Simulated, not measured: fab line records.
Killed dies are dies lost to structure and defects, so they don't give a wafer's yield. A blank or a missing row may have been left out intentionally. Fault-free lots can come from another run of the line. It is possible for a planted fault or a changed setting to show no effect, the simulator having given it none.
Chamber matching | flow nandHarc | NHARC_A_SGD_CUT_DEP_00 on pecvd-01: 3 sister chambers
The step deposits SiNx, target thk 50 nm. 14 wafers are shown with their chamber, then 7 later ones without.

== WAFERS, EACH WITH ITS CHAMBER ==
wafer  | chamber | heaterPowerW (W) | susceptorTempC (C)
L770.2 | 2       | 574              | 399.41
L770.4 | 0       | 839              | 399.99
L770.5 | 1       | 579              | 400.31
L768.2 | 2       | 638              | 400.13
L768.3 | 0       | 870              | 399.82
L768.5 | 2       | 638              | 399.95
L771.1 | 1       | 659              | 400.23
L771.5 | 0       | 811              | 399.64
L771.6 | 1       | 682              | 400.24
L779.3 | 2       | 667              | 400.67
L779.4 | 0       | 849              | 399.91
L779.6 | 0       | 866              | 400.08
L783.4 | 1       | 579              | 399.98
L783.5 | 2       | 610              | 400.01

SIGNATURES, as means of the wafers listed above
reading        | chamber 0 | chamber 1 | chamber 2 | scatter within a chamber
heaterPowerW   | 847.00    | 624.75    | 625.40    | 37.9
susceptorTempC | 399.8880  | 400.1900  | 400.0340  | 0.3
Rule: for a wafer and a chamber, the distance is found by dividing, reading by reading, the gap between the wafer's reading and the chamber's mean by the reading's scatter, squaring, summing and taking the root. If the next closest chamber is less than 2 further off than the closest, the wafer can't be placed; otherwise it belongs to the closest. The scatter is the square root of a quotient: the sum, over the shown wafers, of each reading's squared deviation from its chamber's mean, divided by wafers minus chambers.

== WAFERS WITH NO CHAMBER GIVEN ==
wafer  | heaterPowerW (W) | susceptorTempC (C)
L783.6 | 863              | 400.02
L790.3 | 541              | 400.40
L790.5 | 552              | 399.95
L790.6 | 690              | 400.09
L791.2 | 851              | 399.87
L791.3 | 704              | 400.26
L791.6 | 576              | 399.92

== WHICH CHAMBER EACH WENT THROUGH ==
wafer  | from the rows above          | in truth
L783.6 | 0                            | 0
L790.3 | can't be placed: 1 or 2      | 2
L790.5 | can't be placed: 2 or 1      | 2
L790.6 | can't be placed: 2 or 1      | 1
L791.2 | 0                            | 0
L791.3 | can't be placed: 1 or 2 or 0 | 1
L791.6 | can't be placed: 2 or 1      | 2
Placed correctly: 2 of 7. Cannot be placed on the basis of these rows: 5; the candidates contain the true chamber in 5. Wrongly placed: 0.
